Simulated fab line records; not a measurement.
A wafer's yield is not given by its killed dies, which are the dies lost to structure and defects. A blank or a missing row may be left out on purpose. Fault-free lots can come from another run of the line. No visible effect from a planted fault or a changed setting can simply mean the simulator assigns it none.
Comparing a struck lot with a sound one :: flow n5_finfet :: 14 out of 1938 route steps
Sound: wafers L441.3, L441.4, L441.6. Wafers struck: L450.1, L450.3, L450.6. The cause comes at the end.
For every step that has rows: the tool of each side, followed by ch and its chambers, followed by its first start. Under that, the readings that differ: sound wafers :: struck wafers :: difference of the means :: sigmas: that difference in standard deviations of wafers without a fault.
alike: words and numbers the same on both sides, and readings whose means are apart by under 2 such deviations; not compared: readings that were withheld, readings missing a value for some wafer, numbers with overlapping values and no deviation given by the record, and bounds like >300 which may hide the same value.
A row with sigmas, a row that says differs or no value, or rows on one side alone: a step with any of these is where the two part. Non-overlapping numbers with no deviation appear without sigmas and do not part them. A reading that every wafer of one side lacks parts them only if that side has two wafers or more.

first, 4 steps without rows for these wafers: N5_BEOL_M15_EXPOSE_25 (exposes mask M15, target cd 400 nm); N5_BEOL_M15_PEB_26 (peb time 90 s); N5_BEOL_M15_DEVELOP_27 (develop time 45 s); N5_BEOL_M15_HARDBAKE_32 (time 120 s).
N5_BEOL_M15_CD_MEAS_28: target cd 407.6 nm.
  sound on cd_sem-02 ch 0, day 14 16:35; struck on cd_sem-01 ch 0, day 17 03:44
  alike: cd_nm
N5_BEOL_M15_OVL_MEAS_29:
  sound on overlay-01 ch 0, day 14 16:37; struck on overlay-01 ch 0, day 17 03:46
  alike: M15_OVL
N5_BEOL_M15_INSPECT_30: inspects for defects (macro).
  sound: defect_inspect-02 at day 14 16:38; struck: defect_inspect-01 at day 17 03:48
  alike: raw_defect_count
N5_BEOL_M15_DESCUM_33: chemistry O2, time 7.9 s.
  sound on rie_diel-01 ch 0,2,3, day 14 16:43; struck on rie_diel-02 ch 0,2,3, day 17 03:51
  alike: drypump_motor_current_A, oes_product_au, rf_vpp_V, showerhead_plenum_p_Torr, throttle_valve_pct
  not compared: rf_hours_counter_h
N5_BEOL_M15_ETCH_61: etches BARC in N2/H2, target depth 89 nm, overetch 26.7 nm, time 67.9 s.
  sound on rie_diel-01 ch 0,2,3, day 14 16:45; struck on rie_diel-02 ch 0,2,3, day 17 03:53
  alike: drypump_motor_current_A, h2_flow_sccm, oes_product_au, rf_vpp_V, showerhead_plenum_p_Torr, throttle_valve_pct
  not compared: rf_hours_counter_h
N5_BEOL_M15_TRENCH_ETCH_34: etches SiO2 in C4F8/O2/Ar, target depth 872.93 nm, time 199 s.
  sound on rie_diel-01 ch 0,2,3, day 14 16:48; struck on rie_diel-02 ch 0,2,3, day 17 03:56
  alike: C4F8_flow_sccm, drypump_motor_current_A, oes_product_au, rf_vpp_V, showerhead_plenum_p_Torr, throttle_valve_pct
  not compared: rf_hours_counter_h
N5_BEOL_M15_STRIP_36: strips in O2.
  sound on rie_diel-02 ch 0,1, day 14 17:47; struck on rie_diel-02 ch 2,3, day 17 04:34
reading: showerhead_plenum_p_Torr (Torr)
sound: 2.05 2.06 2.05
struck: 2.24 2.23 2.23
difference: +0.18
sigmas: +2
  alike: chamber_pressure_mTorr, drypump_motor_current_A, oes_product_au, rf_vpp_V, throttle_valve_pct
  not compared: rf_hours_counter_h
N5_BEOL_M15_STRIP_62: strips in O2.
  sound on rie_diel-02 ch 0,1, day 14 17:49; struck on rie_diel-02 ch 2,3, day 17 04:37
  no value came back on the struck wafers for any of 7 readings (bias_power_w (W), chamber_pressure_mTorr (mTorr) and others); on the sound wafers bias_power_w (W) reads 0 0 0
reading: model.BARC_of_BEOL_M15_COAT_60.thk_nm (nm)
sound: 0 0 0
struck: 89 89.2 89.4
difference: +89
sigmas: 
  not compared: rf_hours_counter_h
N5_BEOL_M15_STRIP_37: strips in O2.
  sound: rie_diel-02 ch 0,1; struck: rie_diel-02 ch 2,3
reading: showerhead_plenum_p_Torr (Torr)
sound: 2.05 2.06 2.05
struck: 2.25 2.23 2.23
difference: +0.18
sigmas: +2
  alike: chamber_pressure_mTorr, drypump_motor_current_A, oes_product_au, rf_vpp_V, throttle_valve_pct
  not compared: rf_hours_counter_h
N5_PASSIVATION_PROBE_49:
  only the struck wafers here have rows in the record (prober-02, day 17 22:53); the sound ones have none

WHERE THEY PART
At N5_BEOL_M15_STRIP_36 first; at N5_PASSIVATION_PROBE_49 last (within this record only).

WHY: whatever the simulator had introduced
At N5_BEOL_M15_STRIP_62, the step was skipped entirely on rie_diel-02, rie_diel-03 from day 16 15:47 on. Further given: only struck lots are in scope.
